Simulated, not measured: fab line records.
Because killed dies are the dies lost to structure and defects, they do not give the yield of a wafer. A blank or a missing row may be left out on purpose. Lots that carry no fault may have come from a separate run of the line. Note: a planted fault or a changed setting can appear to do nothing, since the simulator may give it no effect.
Matching of chambers / flow nand-harc / 3 sister chambers for NHARC_P_M0_DEP_32 on pecvd-02
The step deposits SiCN, target thk 30 nm. 3 wafers are shown with their chamber, then 9 later ones without.

WAFERS WITH THEIR CHAMBER
wafer=L079.1; chamber=1; heater-power-w (W)=541
wafer=L087.3; chamber=2; heater-power-w (W)=460
wafer=L087.5; chamber=0; heater-power-w (W)=654

WAFERS MISSING THEIR CHAMBER
wafer=L085.1; heater-power-w (W)=498
wafer=L085.4; heater-power-w (W)=402
wafer=L085.6; heater-power-w (W)=493
wafer=L092.1; heater-power-w (W)=516
wafer=L092.2; heater-power-w (W)=562
wafer=L092.6; heater-power-w (W)=521
wafer=L097.3; heater-power-w (W)=457
wafer=L097.4; heater-power-w (W)=549
wafer=L097.6; heater-power-w (W)=612

WHICH CHAMBER EACH ONE RAN IN
wafer=L085.1; from the rows above=can't be placed: 2 or 1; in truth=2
wafer=L085.4; from the rows above=2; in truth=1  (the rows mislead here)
wafer=L085.6; from the rows above=can't be placed: 2 or 1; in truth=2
wafer=L092.1; from the rows above=can't be placed: 1 or 2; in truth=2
wafer=L092.2; from the rows above=1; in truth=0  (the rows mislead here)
wafer=L092.6; from the rows above=can't be placed: 1 or 2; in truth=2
wafer=L097.3; from the rows above=2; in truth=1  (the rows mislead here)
wafer=L097.4; from the rows above=1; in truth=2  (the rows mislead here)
wafer=L097.6; from the rows above=can't be placed: 0 or 1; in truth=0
Correct placement for 0 of the 9. Unplaceable from these rows: 5, with the true chamber sitting among the candidates in 5. Number placed wrongly: 4.
How it was worked out, from the rows above alone: a wafer's distance from a chamber is the root of the sum, over the readings, of the square of ((its reading less the chamber's mean) divided by the reading's scatter). The wafer belongs to the nearest chamber; if the next one is less than 2 further off, it can't be placed. A chamber's mean is the mean of its shown wafers. The scatter (one wafer shown for each chamber): square how far every hidden wafer sits from the nearest shown wafer, average those squares and take the square root.
